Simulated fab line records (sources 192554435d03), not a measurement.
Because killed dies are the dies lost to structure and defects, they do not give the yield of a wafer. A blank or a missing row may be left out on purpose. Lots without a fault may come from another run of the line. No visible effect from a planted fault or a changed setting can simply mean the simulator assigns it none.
Matching of chambers || flow n5-finfet || rie-diel-02 running N5_GATE_CUT_STRIP_41: 4 sister chambers
The step strips in CF4. 7 wafers are shown with their chamber, then 9 later ones without.

WAFERS, EACH WITH ITS CHAMBER
{"wafer": "L078.4", "chamber": 3, "showerhead-plenum-p-Torr (Torr)": 1.76, "throttle-valve-pct (%)": 13.27}
{"wafer": "L079.5", "chamber": 1, "showerhead-plenum-p-Torr (Torr)": 1.90, "throttle-valve-pct (%)": 13.30}
{"wafer": "L081.4", "chamber": 0, "showerhead-plenum-p-Torr (Torr)": 1.81, "throttle-valve-pct (%)": 13.18}
{"wafer": "L081.5", "chamber": 2, "showerhead-plenum-p-Torr (Torr)": 1.82, "throttle-valve-pct (%)": 13.48}
{"wafer": "L086.1", "chamber": 1, "showerhead-plenum-p-Torr (Torr)": 1.90, "throttle-valve-pct (%)": 13.30}
{"wafer": "L086.4", "chamber": 2, "showerhead-plenum-p-Torr (Torr)": 1.82, "throttle-valve-pct (%)": 13.49}
{"wafer": "L086.5", "chamber": 3, "showerhead-plenum-p-Torr (Torr)": 1.75, "throttle-valve-pct (%)": 13.30}

WAFERS MISSING THEIR CHAMBER
{"wafer": "L085.3", "showerhead-plenum-p-Torr (Torr)": 1.81, "throttle-valve-pct (%)": 13.19}
{"wafer": "L085.4", "showerhead-plenum-p-Torr (Torr)": 1.82, "throttle-valve-pct (%)": 13.52}
{"wafer": "L085.5", "showerhead-plenum-p-Torr (Torr)": 1.81, "throttle-valve-pct (%)": 13.18}
{"wafer": "L094.2", "showerhead-plenum-p-Torr (Torr)": 1.81, "throttle-valve-pct (%)": 13.56}
{"wafer": "L094.4", "showerhead-plenum-p-Torr (Torr)": 1.81, "throttle-valve-pct (%)": 13.55}
{"wafer": "L094.5", "showerhead-plenum-p-Torr (Torr)": 1.90, "throttle-valve-pct (%)": 13.38}
{"wafer": "L097.1", "showerhead-plenum-p-Torr (Torr)": 1.80, "throttle-valve-pct (%)": 13.22}
{"wafer": "L097.2", "showerhead-plenum-p-Torr (Torr)": 1.75, "throttle-valve-pct (%)": 13.33}
{"wafer": "L097.5", "showerhead-plenum-p-Torr (Torr)": 1.81, "throttle-valve-pct (%)": 13.57}

WHICH CHAMBER EACH WENT THROUGH
{"wafer": "L085.3", "from the rows above": 0, "in truth": 0}
{"wafer": "L085.4", "from the rows above": 2, "in truth": 2}
{"wafer": "L085.5", "from the rows above": 0, "in truth": 0}
{"wafer": "L094.2", "from the rows above": 2, "in truth": 2}
{"wafer": "L094.4", "from the rows above": 2, "in truth": 2}
{"wafer": "L094.5", "from the rows above": 1, "in truth": 1}
{"wafer": "L097.1", "from the rows above": 0, "in truth": 0}
{"wafer": "L097.2", "from the rows above": 3, "in truth": 3}
{"wafer": "L097.5", "from the rows above": 2, "in truth": 2}
Placed correctly: 9 of 9. Can't be placed from these rows: 0. Wrongly placed: 0.
How it was worked out, from the rows above alone: a wafer's distance from a chamber is the root of the sum, over the readings, of the square of ((its reading less the chamber's mean) divided by the reading's scatter). If the next closest chamber is less than 2 further off than the closest, the wafer can't be placed; otherwise it belongs to the closest. A chamber's mean is the mean of its shown wafers. How the scatter is found: for the shown wafers, subtract from each reading the mean of its chamber, square and add these, divide the total by (wafers less chambers), then take the root.
